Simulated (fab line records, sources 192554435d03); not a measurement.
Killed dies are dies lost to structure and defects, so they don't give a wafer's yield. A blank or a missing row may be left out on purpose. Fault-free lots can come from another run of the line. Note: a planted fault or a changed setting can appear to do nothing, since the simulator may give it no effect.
Matching of chambers | flow n5Finfet | 4 sister chambers for N5_BEOL_M0_SAQP_ETCH_88 on rieDiel-02
The step etches underlayer in N2/H2, target depth 6.5 nm, time 5.2 s. 8 wafers are shown with their chamber, then 7 later ones without.

## EACH WAFER AND ITS CHAMBER
wafer  | chamber | oesProductAu (a.u.) | drypumpMotorCurrentA (A)
L080.4 | 3       | 0.64                | 5.7
L081.2 | 1       | 0.64                | 6.4
L081.6 | 3       | 0.63                | 5.7
L083.3 | 0       | 0.70                | 5.4
L083.4 | 2       | 0.85                | 6.4
L083.5 | 2       | 0.85                | 6.3
L089.2 | 1       | 0.63                | 6.4
L089.3 | 0       | 0.69                | 5.4

## WAFERS WITH NO CHAMBER GIVEN
wafer  | oesProductAu (a.u.) | drypumpMotorCurrentA (A)
L089.6 | 0.68                | 5.4
L093.3 | 0.63                | 6.4
L093.5 | 0.67                | 5.5
L093.6 | 0.63                | 5.6
L097.2 | 0.78                | 6.3
L097.4 | 0.67                | 5.4
L097.5 | 0.62                | 5.7

## THE CHAMBER EACH PASSED THROUGH
wafer  | from the rows above | in truth
L089.6 | 0                   | 0
L093.3 | 1                   | 1
L093.5 | 0                   | 0
L093.6 | 3                   | 3
L097.2 | 2                   | 2
L097.4 | 0                   | 0
L097.5 | 3                   | 3
7 of 7 placed correctly. Not placeable from these rows: 0. Placed wrongly: 0.
How it was worked out, from the rows above alone: a wafer's distance from a chamber is the root of the sum, over the readings, of the square of ((its reading less the chamber's mean) divided by the reading's scatter). If the next closest chamber is less than 2 further off than the closest, the wafer can't be placed; otherwise it belongs to the closest. The mean given for a chamber averages the wafers shown for that chamber. The scatter is the square root of a quotient: the sum, over the shown wafers, of each reading's squared deviation from its chamber's mean, divided by wafers minus chambers.
